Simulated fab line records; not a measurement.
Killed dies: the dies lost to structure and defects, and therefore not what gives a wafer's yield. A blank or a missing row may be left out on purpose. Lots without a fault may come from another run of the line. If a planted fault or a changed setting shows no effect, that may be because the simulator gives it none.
Matching of chambers :: flow nand_harc :: NHARC_A_BLC_STRIP_21 on rie_diel-01 has 4 sister chambers
The step strips in O2. 8 wafers are shown with their chamber, then 8 later ones without.

WAFERS WITH THEIR CHAMBER
wafer: L080.5
chamber: 2
showerhead_plenum_p_Torr (Torr): 3.68
drypump_motor_current_A (A): 5.6

wafer: L082.1
chamber: 3
showerhead_plenum_p_Torr (Torr): 3.56
drypump_motor_current_A (A): 6.0

wafer: L082.2
chamber: 1
showerhead_plenum_p_Torr (Torr): 3.77
drypump_motor_current_A (A): 5.3

wafer: L082.4
chamber: 0
showerhead_plenum_p_Torr (Torr): 3.53
drypump_motor_current_A (A): 5.2

wafer: L088.1
chamber: 2
showerhead_plenum_p_Torr (Torr): 3.67
drypump_motor_current_A (A): 5.6

wafer: L088.5
chamber: 0
showerhead_plenum_p_Torr (Torr): 3.52
drypump_motor_current_A (A): 5.1

wafer: L088.6
chamber: 1
showerhead_plenum_p_Torr (Torr): 3.77
drypump_motor_current_A (A): 5.3

wafer: L092.2
chamber: 3
showerhead_plenum_p_Torr (Torr): 3.56
drypump_motor_current_A (A): 5.9

WAFERS WHOSE CHAMBER IS MISSING
wafer: L092.3
showerhead_plenum_p_Torr (Torr): 3.52
drypump_motor_current_A (A): 5.1

wafer: L092.4
showerhead_plenum_p_Torr (Torr): 3.67
drypump_motor_current_A (A): 5.6

wafer: L093.3
showerhead_plenum_p_Torr (Torr): 3.56
drypump_motor_current_A (A): 6.0

wafer: L093.5
showerhead_plenum_p_Torr (Torr): 3.67
drypump_motor_current_A (A): 5.6

wafer: L093.6
showerhead_plenum_p_Torr (Torr): 3.56
drypump_motor_current_A (A): 6.0

wafer: L095.1
showerhead_plenum_p_Torr (Torr): 3.67
drypump_motor_current_A (A): 5.6

wafer: L095.5
showerhead_plenum_p_Torr (Torr): 3.67
drypump_motor_current_A (A): 5.7

wafer: L095.6
showerhead_plenum_p_Torr (Torr): 3.77
drypump_motor_current_A (A): 5.3

WHICH CHAMBER EACH ONE RAN IN
wafer: L092.3
from the rows above: 0
in truth: 0

wafer: L092.4
from the rows above: 2
in truth: 2

wafer: L093.3
from the rows above: 3
in truth: 3

wafer: L093.5
from the rows above: 2
in truth: 2

wafer: L093.6
from the rows above: 3
in truth: 3

wafer: L095.1
from the rows above: 2
in truth: 2

wafer: L095.5
from the rows above: 2
in truth: 2

wafer: L095.6
from the rows above: 1
in truth: 1
8 of 8 placed correctly. Can't be placed from these rows: 0. Placed wrongly: 0.
How it was worked out, from the rows above alone: a wafer's distance from a chamber is the root of the sum, over the readings, of the square of ((its reading less the chamber's mean) divided by the reading's scatter). If the next closest chamber is less than 2 further off than the closest, the wafer can't be placed; otherwise it belongs to the closest. For every chamber, the mean is computed from those of its wafers that are shown. The scatter: take each reading less its chamber's mean, square it, sum over the shown wafers, divide by the number of wafers less the number of chambers, and take the root.
